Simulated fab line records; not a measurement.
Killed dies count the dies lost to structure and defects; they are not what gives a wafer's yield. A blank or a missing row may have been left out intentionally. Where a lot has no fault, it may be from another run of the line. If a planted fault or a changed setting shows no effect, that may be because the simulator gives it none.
A struck lot beside a sound one    flow n5_finfet    36 steps out of a route of 1938
Sound: these wafers, L664.3, L664.5, L664.6. Wafers struck: L673.2, L673.3, L673.6. The cause is given at the end.
At each step with rows: each side's tool, then ch and its chambers, then its first start. Under that, the readings that differ: sound wafers    struck wafers    difference of the means    sigmas: that difference in standard deviations of wafers without a fault.
alike: readings with means less than 2 such deviations apart, plus words and numbers identical on both sides. not compared: withheld readings, readings lacking a value on some wafer, bounds such as >300 that could conceal the same value, and numbers that have no deviation in the record and whose values overlap.
A row with sigmas, a row that says differs or no value, or rows on one side alone: a step with any of these is where the two part. Numbers that have no deviation but don't overlap get no sigmas and don't part them. A reading missing from all wafers of one side parts the sides only when that side holds two or more wafers.

first, 9 steps without rows for these wafers: N5_BEOL_M4_ANNEAL_95 (time 240 s); N5_BEOL_M4_SPUTTER_96 (material Cu, target thk 4.5 nm, time 8.29 s); N5_BEOL_M4_ECD_50 (material Cu, target thk 300 nm); N5_BEOL_M4_ANNEAL_51 (time 90 s); N5_BEOL_M4_CMP_52 (polishes, stops on SiOC, t overpolish 6.8 s, target thk 40 nm); N5_BEOL_M4_PRE_CLEAN_60 (time 15 s); N5_BEOL_M4_CO_CAP_55 (material Co, precursor CCTBA/H2, target thk 2 nm, time 102.1 s); N5_BEOL_M4_PRE_CLEAN_56 (time 15 s); N5_BEOL_M4_DEP_57 (deposits SiCN from 3MS/NH3, target thk 8 nm, time 14 s).
N5_BEOL_M4_RC_MEAS_101:
  sound on prober-01 ch 0, day 10 22:37; struck on prober-01 ch 0, day 13 02:49
  alike: DIBL_N, DIBL_P, IOFF_N, IOFF_P, ION_N, ION_P, SS_N, SS_P, VT_N, VT_P
then, 24 steps without rows for these wafers: N5_BEOL_M5_ILD_DEP_00 (deposits SiCOH lowk from DEMS/porogen, target thk 140.64 nm, time 25.9 s); N5_BEOL_M5_CURE_79 (cures SiCOH lowk, time 240 s); N5_BEOL_M5_PECVD_70 (deposits SiO2 from TEOS/O2, target thk 16 nm, time 18 s); N5_BEOL_M5_HM_DEP_02 (deposits TiN, target thk 20 nm); N5_BEOL_M5_COAT_59 (time 60 s, resist thk 60 nm); N5_BEOL_M5_COAT_60 (time 60 s, resist thk 12 nm); N5_BEOL_M5_COAT_71 (time 60 s, resist thk 5 nm); N5_BEOL_M5_COAT_05 (resist thk 30 nm); N5_BEOL_M5_EBR_07; N5_BEOL_M5_SOFTBAKE_06 (time 60 s); N5_BEOL_M5_EXPOSE_08 (exposes mask M5, target cd 28 nm); N5_BEOL_M5_PEB_09 (peb time 60 s); N5_BEOL_M5_DEVELOP_10 (develop time 30 s); N5_BEOL_M5_DESCUM_16 (chemistry O2, time 7 s); N5_BEOL_M5_ETCH_72 (etches underlayer in N2/H2, target depth 6.5 nm, time 5.2 s); N5_BEOL_M5_ETCH_61 (etches SiARC in CF4, target depth 15.6 nm, time 26 s); N5_BEOL_M5_ETCH_62 (etches SOC in N2/H2, target depth 75 nm, overetch 15 nm, time 112.5 s); N5_BEOL_M5_STRIP_63 (strips in N2/H2); N5_BEOL_M5_STRIP_73 (strips in N2/H2); N5_BEOL_M5_STRIP_64 (strips in CF4); N5_BEOL_M5_HM_OPEN_17 (chemistry Cl2/BCl3, target TiN, target depth 20 nm, overetch 6 nm); N5_BEOL_M5_STRIP_19 (strips in O2); N5_BEOL_M5_COAT_65 (time 60 s, resist thk 60 nm); N5_BEOL_M5_COAT_66 (time 60 s, resist thk 12 nm).
N5_BEOL_M5_DEP_56: deposits SiCN from 3MS/NH3, target thk 8 nm, time 14 s.
  sound on pecvd-03 ch 1,2, day 11 09:39; struck on pecvd-01 ch 0,1,2, day 13 18:31
  no value came back on the struck wafers for chamber_pressure_Torr (Torr), rf_fwd_power_W (W), showerhead_plenum_p_Torr (Torr), throttle_valve_pct (%); on the sound wafers chamber_pressure_Torr (Torr) reads 2.996 3.005 2.995
-- record jumps: 4 days separate the struck wafers' starts on either side; left off in module BEOL_M5, taken up again in module PASSIVATION, whose first shown step is the route's number 1936 --
N5_PASSIVATION_PROBE_49:
  sound on prober-02 at day 15 12:12; struck on prober-02 at day 17 15:41
reading                   sound           struck          difference  sigmas
defect_limited_yield (%)  89.3 92.7 90.7  0 0 0           -91         -70
killed_at_M4_up           11 15 8         1097 1116 1116  +1098       +99 or more
killed_at_other           17 9 12         6 3 0           -10         -3
killed_dies               126 86 110      1180 1180 1180  +1073       +72
killed_on_rim             13 16 21        152 152 152     +135        +34
sort_bin_5_function (%)   5.8 3.5 4.6     96.7 97.6 97.1  +92.5       +99 or more
sort_bin_6_memory (%)     4.3 3.1 4.7     3.1 2.1 2.6     -1.4        -2
sort_n_pass               1054 1094 1070  0 0 0           -1073       -72
sort_yield_pct (%)        89.3 92.7 90.7  0 0 0           -91         -70
  alike: killed_at_M0_to_M3, killed_at_contacts, killed_at_front_end, killed_open, killed_short, sort_bin_8_speed

## WHERE THEY PART
Earliest at N5_BEOL_M5_DEP_56; latest, in this record, at N5_PASSIVATION_PROBE_49.

WHY: the cause the simulator had injected
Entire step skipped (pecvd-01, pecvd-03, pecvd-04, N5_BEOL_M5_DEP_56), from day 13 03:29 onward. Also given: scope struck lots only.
